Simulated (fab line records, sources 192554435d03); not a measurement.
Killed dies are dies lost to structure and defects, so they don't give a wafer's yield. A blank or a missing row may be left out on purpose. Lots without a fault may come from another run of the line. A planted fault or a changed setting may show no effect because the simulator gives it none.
Which tool did it? | flow n5_finfet | 8 lots, 24 wafers sampled, at 5 steps of a route of 1938

WHAT THE GAUGES READ, wafer by wafer
N5_SD_EPI_N_INSPECT_26: inspects for defects (darkfield).
lot  | measured    | on                | raw_defect_count
L503 | day 4 03:22 | defect_inspect-02 | 264 270 252
L506 | day 4 20:23 | defect_inspect-02 | 130 232 170
L511 | day 6 01:59 | defect_inspect-01 | 803 851 791
L512 | day 6 11:07 | defect_inspect-01 | 223 152 243
L513 | day 6 13:16 | defect_inspect-01 | 790 829 855
L520 | day 8 06:45 | defect_inspect-01 | 261 290 257
L522 | day 8 20:02 | defect_inspect-01 | 196 242 246
L523 | day 9 02:28 | defect_inspect-02 | 164 203 133

WHICH TOOL RAN EACH LOT (tool, then ch and the chambers of the sampled wafers, then the start)
lot  | N5_SD_EPI_N_DESCUM_14             | N5_SD_EPI_N_ETCH_35               | N5_SD_EPI_N_ETCH_45               | N5_SD_EPI_N_PRECLEAN_24
L503 | rie_diel-05 ch 0,2,3, day 3 21:42 | rie_diel-05 ch 0,2,3, day 3 21:47 | rie_diel-05 ch 0,2,3, day 3 22:13 | wet_bench-02 ch 0,1,2, day 4 02:51
L506 | rie_diel-06 ch 0,2,3, day 4 13:17 | rie_diel-06 ch 0,2,3, day 4 13:23 | rie_diel-06 ch 0,2,3, day 4 13:48 | wet_bench-02 ch 0,3,7, day 4 19:47
L511 | rie_diel-06 ch 0,1,2, day 5 22:03 | rie_diel-06 ch 0,1,2, day 5 22:08 | rie_diel-06 ch 0,1,2, day 5 22:34 | wet_bench-02 ch 2,4,5, day 6 01:29
L512 | rie_diel-06 ch 0,2,3, day 6 07:09 | rie_diel-06 ch 0,2,3, day 6 07:14 | rie_diel-06 ch 0,2,3, day 6 07:40 | wet_bench-05 ch 4,5,6, day 6 10:35
L513 | rie_diel-03 ch 0,1,3, day 6 08:55 | rie_diel-03 ch 0,1,3, day 6 09:00 | rie_diel-03 ch 0,1,3, day 6 09:26 | wet_bench-02 ch 0,4,5, day 6 12:20
L520 | rie_diel-06 ch 0,3, day 8 02:46   | rie_diel-06 ch 0,3, day 8 02:52   | rie_diel-06 ch 0,3, day 8 03:17   | wet_bench-04 ch 1,3,5, day 8 06:14
L522 | rie_diel-05 ch 0,1,2, day 8 15:37 | rie_diel-05 ch 0,1,2, day 8 15:43 | rie_diel-05 ch 0,1,2, day 8 16:08 | wet_bench-05 ch 0,1,7, day 8 19:03
L523 | rie_diel-05 ch 0,1,2, day 8 22:30 | rie_diel-05 ch 0,1,2, day 8 22:35 | rie_diel-05 ch 0,1,2, day 8 23:01 | wet_bench-04 ch 2,3,7, day 9 01:57
- N5_SD_EPI_N_DESCUM_14: chemistry O2, time 7.9 s.
- N5_SD_EPI_N_ETCH_35: etches SOC in N2/H2, overetch 108 nm, time 486 s.
- N5_SD_EPI_N_ETCH_45: etches SiOCN in CH3F/O2, target depth 6 nm.
- N5_SD_EPI_N_PRECLEAN_24: cleans in O3/DIW, time 60 s.

THE ANSWER, worked out from the rows above alone
Rule: what is usual is taken from the lots themselves. Put in order of their means at a reading, lots are off if they are a third of the lots or fewer, leave a main group of 4 or more, and stand apart from it by a gap of 3 or more times the standard deviation of the main group's means; of several such gaps the widest counts. A main group whose means are all the same, to the digits that the tables above print for the reading, isn't used. A lot without any number at a reading at which 4 lots or more have one is off too. The other lots that the step has rows for count as sound.
Off: L511, L513, at N5_SD_EPI_N_INSPECT_26 (raw_defect_count). The main group: mean 218, standard deviation 39.
A tool fits if, at a process step before that reading, it ran every lot that is off, and no sound lot after the first of them. The gauges at N5_SD_EPI_N_INSPECT_26 are tried like those tools. One fits: wet_bench-02 at N5_SD_EPI_N_PRECLEAN_24. Its last sound lot is L506 (day 4 19:47), its first lot that is off L511 (day 6 01:29): a fault that began between those two fits.

WHAT THE SIMULATOR HAD PUT IN
Chamber particle source: wet_bench-02, from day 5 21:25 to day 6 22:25, at N5_SD_EPI_N_PRECLEAN_24. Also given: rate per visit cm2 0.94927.
Lots struck among those shown: L511, L513. The rule above found the same.
